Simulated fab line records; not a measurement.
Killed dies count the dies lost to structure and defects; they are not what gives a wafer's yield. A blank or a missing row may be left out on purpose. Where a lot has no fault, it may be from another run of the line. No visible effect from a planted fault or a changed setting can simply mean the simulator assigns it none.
2 desks, one fault / flow n5Finfet / each desk holds nothing but its own numbers, with what lay behind them at the end

## THE TOOL OWNER'S DESK: pvdSputter-03
The tool's own readings at N5_BEOL_M0_SAQP_HM_DEP_02 (deposits TiN, target thk 12 nm): means of the sampled wafers that have a number, for each lot that ran on this tool. A lot is out of limits, marked OUT, if its mean lies more than 4 standard deviations from the usual mean; the brackets give that distance.
Columns: A = throttleValvePct at N5_BEOL_M0_SAQP_HM_DEP_02, usual 29.9 %
lot=L119; first seen here=day 5 15:26; A=30.0
lot=L123; first seen here=day 6 14:14; A=30.3
lot=L124; first seen here=day 6 15:08; A=29.8
lot=L128; first seen here=day 7 19:31; A=30.5
lot=L129; first seen here=day 7 23:13; A=30.1
lot=L138; first seen here=day 10 06:51; A=29.9
lot=L139; first seen here=day 10 10:13; A=30.3
Finding of this desk: none of the 7 lots has anything out of limits.

## AT THE METROLOGY DESK
What the gauges read for every lot (on any tool): the sampled wafers with a number, averaged. A lot is out of limits, marked OUT, if its mean lies more than 4 standard deviations from the usual mean; the brackets give that distance. Readings shown: 7 of its 10, picked as those furthest out on some lot.
Columns: A = DIBL_N at N5_BEOL_M4_RC_MEAS_101, usual 36.6 mV/V; B = DIBL_P at N5_BEOL_M4_RC_MEAS_101, usual 36.3 mV/V; C = IOFF_N at N5_BEOL_M4_RC_MEAS_101, usual 0.16 nA/um; D = IOFF_P at N5_BEOL_M4_RC_MEAS_101, usual 0.21 nA/um; E = ION_P at N5_BEOL_M4_RC_MEAS_101, usual 460 uA/um; F = SS_N at N5_BEOL_M4_RC_MEAS_101, usual 71.8 mV/dec; G = VT_P at N5_BEOL_M4_RC_MEAS_101, usual -250 mV
lot=L119; first seen here=day 7 18:29; A=37.7; B=37.8; C=0.16; D=0.19; E=455; F=71.7; G=-256
lot=L123; first seen here=day 8 17:33; A=35.9; B=35.4; C=0.15; D=0.19; E=454; F=71.5; G=-251
lot=L124; first seen here=day 9 00:05; A=38.6; B=37.8; C=0.21; D=0.27; E=467; F=72.1; G=-245
lot=L128; first seen here=day 10 02:48; A=34.1; B=34.8; C=0.13; D=0.19; E=462; F=70.9; G=-251
lot=L129; first seen here=day 10 07:31; A=35.1; B=34.6; C=0.16; D=0.22; E=469; F=71.3; G=-248
lot=L132; first seen here=day 11 02:44; A=40.8; B=39.9; C=0.23; D=0.26; E=464; F=73.0; G=-248
lot=L135; first seen here=day 12 03:55; A=37.6; B=36.6; C=0.17; D=0.20; E=456; F=71.7; G=-254
lot=L138; first seen here=day 12 15:58; A=36.6; B=35.5; C=0.13; D=0.16; E=443; F=71.6; G=-257
lot=L139; first seen here=day 12 19:21; A=36.7; B=36.5; C=0.16; D=0.21; E=454; F=71.8; G=-254
Finding of this desk: none of the 9 lots has anything out of limits.

## ALL TOGETHER
The tool owner's desk saw nothing out of limits.
At the metrology desk, nothing out of limits was observed.

## WHAT THE SIMULATOR HAD PUT IN
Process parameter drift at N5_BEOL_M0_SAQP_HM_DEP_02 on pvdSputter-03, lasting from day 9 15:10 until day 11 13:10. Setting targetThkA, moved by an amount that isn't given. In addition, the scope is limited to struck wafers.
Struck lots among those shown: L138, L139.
